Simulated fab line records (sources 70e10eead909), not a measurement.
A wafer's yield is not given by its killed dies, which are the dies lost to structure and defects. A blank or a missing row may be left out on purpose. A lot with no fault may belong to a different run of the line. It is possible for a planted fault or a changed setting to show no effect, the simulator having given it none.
Chamber matching    flow nand-harc    NHARC_A_WL_FILL_ALD_19 on ald-metal-02 has 4 sister chambers
The step deposits TiN, target thk 2 nm, pulse time 3 s, ald cycles 100. 18 wafers are shown with their chamber, then 9 later ones without.

== WAFERS PAIRED WITH THEIR CHAMBERS ==
wafer   chamber  heater-power-w (W)  precursor-pulse-height-rel
L075.1  2        1106                1.013
L075.3  1        974                 0.961
L075.4  0        1331                0.981
L078.1  2        1093                1.024
L078.4  0        1344                1.016
L078.5  1        1027                0.989
L079.1  3        1152                1.007
L079.4  2        1100                1.032
L079.6  3        1156                0.998
L082.1  1        986                 1.000
L082.5  2        1103                0.985
L082.6  1        1009                1.020
L085.3  0        1378                0.987
L085.5  0        1338                1.008
L085.6  1        996                 1.022
L088.2  1        1018                1.035
L088.3  3        1145                1.015
L088.5  1        1015                0.993

SIGNATURES, as means of the wafers listed above
reading                     chamber 0  chamber 1  chamber 2  chamber 3  scatter within a chamber
heater-power-w              1347.75    1003.57    1100.50    1151.00    16.1
precursor-pulse-height-rel  0.99800    1.00286    1.01350    1.00667    0.0207
Rule: distance of a wafer from a chamber = root of the sum over the readings of ((wafer's reading minus chamber's mean) / reading's scatter) squared. The wafer belongs to the nearest chamber; if the next one is less than 2 further off, it can't be placed. The scatter: the root of (the sum of the squares of (reading less its chamber's mean) over the shown wafers, divided by (wafers less chambers)).

== WAFERS WHOSE CHAMBER IS MISSING ==
wafer   heater-power-w (W)  precursor-pulse-height-rel
L091.2  1010                1.018
L091.4  1355                1.001
L091.5  1101                1.019
L092.2  1336                1.023
L092.4  999                 0.997
L092.5  1324                1.026
L095.2  1098                1.000
L095.4  1313                1.015
L095.5  1149                1.018

== CHAMBER TAKEN BY EACH ==
wafer    from the rows above   in truth
L091.2   1                     1
L091.4   0                     0
L091.5   2                     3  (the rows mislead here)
L092.2   0                     0
L092.4   1                     1
L092.5   0                     0
L095.2   2                     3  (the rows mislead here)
L095.4   0                     0
L095.5   3                     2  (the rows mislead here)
Correct placement for 6 of the 9. Left unplaced by these rows: 0. Wrongly placed: 3.
